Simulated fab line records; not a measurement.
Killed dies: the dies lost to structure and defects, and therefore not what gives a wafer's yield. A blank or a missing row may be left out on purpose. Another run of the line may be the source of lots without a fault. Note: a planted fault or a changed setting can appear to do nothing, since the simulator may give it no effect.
Chamber matching :: flow n5_finfet :: N5_BEOL_M1_ETCH_69 on rie_diel-03: 4 sister chambers
The step etches SiARC in CF4, target depth 15.6 nm, time 26 s. 4 wafers are shown with their chamber, then 8 later ones without.

EACH WAFER AND ITS CHAMBER
wafer: L080.6
chamber: 3
showerhead_plenum_p_Torr (Torr): 2.22

wafer: L082.4
chamber: 2
showerhead_plenum_p_Torr (Torr): 2.06

wafer: L082.6
chamber: 1
showerhead_plenum_p_Torr (Torr): 2.15

wafer: L091.3
chamber: 0
showerhead_plenum_p_Torr (Torr): 2.08

WAFERS WITH NO CHAMBER GIVEN
wafer: L091.5
showerhead_plenum_p_Torr (Torr): 2.05

wafer: L091.6
showerhead_plenum_p_Torr (Torr): 2.14

wafer: L093.2
showerhead_plenum_p_Torr (Torr): 2.05

wafer: L093.3
showerhead_plenum_p_Torr (Torr): 2.14

wafer: L093.5
showerhead_plenum_p_Torr (Torr): 2.21

wafer: L097.2
showerhead_plenum_p_Torr (Torr): 2.21

wafer: L097.3
showerhead_plenum_p_Torr (Torr): 2.08

wafer: L097.5
showerhead_plenum_p_Torr (Torr): 2.21

EACH ONE'S CHAMBER
wafer: L091.5
from the rows above: 2
in truth: 2

wafer: L091.6
from the rows above: 1
in truth: 1

wafer: L093.2
from the rows above: 2
in truth: 2

wafer: L093.3
from the rows above: 1
in truth: 1

wafer: L093.5
from the rows above: 3
in truth: 3

wafer: L097.2
from the rows above: 3
in truth: 3

wafer: L097.3
from the rows above: 0
in truth: 0

wafer: L097.5
from the rows above: 3
in truth: 3
Correctly placed: 8 of 8. Number that these rows cannot place: 0. Number placed wrongly: 0.
How it was worked out, from the rows above alone: a wafer's distance from a chamber is the root of the sum, over the readings, of the square of ((its reading less the chamber's mean) divided by the reading's scatter). If the next closest chamber is less than 2 further off than the closest, the wafer can't be placed; otherwise it belongs to the closest. Each chamber's mean is taken over the wafers shown for it. The scatter: root of mean squared gap, hidden wafer to nearest shown wafer, with one shown wafer a chamber.
